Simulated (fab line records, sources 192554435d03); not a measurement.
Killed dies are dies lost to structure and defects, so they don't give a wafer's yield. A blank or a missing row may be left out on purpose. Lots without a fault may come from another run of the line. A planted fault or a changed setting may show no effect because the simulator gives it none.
A struck lot beside a sound one | flow n5_finfet | 16 steps out of a route of 1938
Sound: wafers L952.1, L952.4, L952.5. Struck: wafer L955.6. (L955.2, L955.4 of the same lot were not struck and are left out.) The cause comes at the end.
At each step with rows: each side's tool, then ch and its chambers, then its first start. Under that, the readings that differ: sound wafers | struck wafers | difference of the means | sigmas: that difference in standard deviations of wafers without a fault.
alike: readings whose means differ by less than 2 such deviations, and words and numbers that are the same on both sides. not compared: withheld readings, readings that some wafer has no value for, bounds like >300 that may hide the same value, and numbers for which the record gives no deviation and whose values overlap.
The two part at a step that has a row with sigmas, a row that says differs or no value, or rows on one side only. Numbers that don't overlap but have no deviation are shown without sigmas and don't part them. A reading that every wafer of one side lacks parts them only if that side has two wafers or more.

first, 1 step without rows for these wafers: N5_BEOL_M0_SAQP_DESCUM_19 (chemistry O2, time 7.9 s).
N5_BEOL_M0_SAQP_ETCH_83: etches SiARC in CF4, target depth 39 nm, time 65 s.
  sound on rie_diel-01 ch 1,3, day 7 20:26; struck on rie_diel-04 ch 1, day 8 14:54
  reading                         | sound              | struck | difference | sigmas
  cf4_flow_sccm (sccm)            | 100.04 99.73 99.48 | 100.36 | +0.61      | +2
  rf_vpp_V (V)                    | 184.8 186.3 184.0  | 182.1  | -2.9       | -2
  showerhead_plenum_p_Torr (Torr) | 2.27 2.27 2.18     | 2.09   | -0.15      | -2
  alike: bias_w, drypump_motor_current_A, etch_rf_on_time_s, oes_product_au, throttle_valve_pct
  not compared: rf_hours_counter_h
N5_BEOL_M0_SAQP_ETCH_84: etches SOC in N2/H2, target depth 100 nm, overetch 20 nm, time 150 s.
  sound on rie_diel-01 ch 1,3, day 7 20:29; struck on rie_diel-04 ch 1, day 8 14:57
  reading                         | sound          | struck | difference | sigmas
  showerhead_plenum_p_Torr (Torr) | 2.70 2.70 2.59 | 2.47   | -0.19      | -2
  alike: bias_w, drypump_motor_current_A, oes_product_au, rf_vpp_V, temp_c, throttle_valve_pct
  not compared: rf_hours_counter_h
then, 4 steps without rows for these wafers: N5_BEOL_M0_SAQP_STRIP_80 (strips in N2/H2); N5_BEOL_M0_SAQP_HM_OPEN_112 (chemistry CHF3/O2, target SiO2, stops on a-Si, target depth 12 nm, time 13.5 s); N5_BEOL_M0_SAQP_STRIP_113 (strips in CHF3/O2); N5_BEOL_M0_SAQP_MANDREL_ETCH_20 (etches a-Si in HBr/Cl2, stops on SiNx, target depth 60 nm, bt time 10 s, time 30 s).
N5_BEOL_M0_SAQP_STRIP_86: strips in N2/H2.
  sound on rie_diel-03 ch 0,1,2, day 7 20:47; struck on rie_diel-03 ch 0, day 8 15:14
  alike: drypump_motor_current_A, oes_product_au, rf_vpp_V, showerhead_plenum_p_Torr, temp_c, throttle_valve_pct
  not compared: rf_hours_counter_h
then, 3 steps without rows for these wafers: N5_BEOL_M0_SAQP_STRIP_115 (strips in post etch residue remover, time 60 s); N5_BEOL_M0_SAQP_SRD_93 (time 30 s); N5_BEOL_M0_SAQP_RECESS_114 (chemistry HF/NH3, target SiO2, target depth 14.4 nm, afs cycles 3, sublimation time 60 s).
N5_BEOL_M0_SAQP_SPACER1_ALD_98: deposits SiO2, target thk 12.8 nm, pulse time 1 s, purge time 2 s.
  sound on ald_sin-02 ch 0,2,3, day 7 21:18; struck on ald_sin-02 ch 2, day 8 15:45
  alike: heater_power_w, precursor_pulse_height_rel
N5_BEOL_M0_SAQP_SPACER1_ETCHBACK_99: etches SiO2 in CHF3/O2, target depth 15.4 nm, time 7.7 s.
  sound on rie_diel-03 ch 1,2,3, day 7 21:53; struck on rie_diel-03 ch 1, day 8 16:14
  reading               | sound          | struck | difference | sigmas
  oes_product_au (a.u.) | 0.88 0.84 0.86 | 1.08   | +0.22      | +3
  alike: bias_w, drypump_motor_current_A, oes_o_777_au, rf_vpp_V, showerhead_plenum_p_Torr, throttle_valve_pct
  not compared: rf_hours_counter_h
N5_BEOL_M0_SAQP_MANDREL1_REMOVE_100: chemistry HBr/Cl2/O2, target a-Si, stops on SiNx, bt time 10 s.
  sound on rie_si-04 ch 0,1,3, day 7 21:58; struck on rie_si-02 ch 3, day 8 16:19
  alike: bias_w, drypump_motor_current_A, oes_o_777_au, oes_product_au, throttle_valve_pct
  not compared: rf_hours_counter_h
N5_BEOL_M4_RC_MEAS_101:
  sound on prober-01 ch 0, day 10 04:43; struck on prober-02 ch 0, day 10 14:52
  alike: DIBL_N, DIBL_P, IOFF_N, IOFF_P, ION_N, ION_P, SS_N, SS_P, VT_N, VT_P
then, 1 step without rows for these wafers: N5_PASSIVATION_PROBE_49.

WHERE THEY PART
First at N5_BEOL_M0_SAQP_ETCH_83; last, within this record, at N5_BEOL_M0_SAQP_SPACER1_ETCHBACK_99. Later steps at which nothing parts them and some readings are alike: N5_BEOL_M0_SAQP_MANDREL1_REMOVE_100, N5_BEOL_M4_RC_MEAS_101.

WHY: what the simulator had put in
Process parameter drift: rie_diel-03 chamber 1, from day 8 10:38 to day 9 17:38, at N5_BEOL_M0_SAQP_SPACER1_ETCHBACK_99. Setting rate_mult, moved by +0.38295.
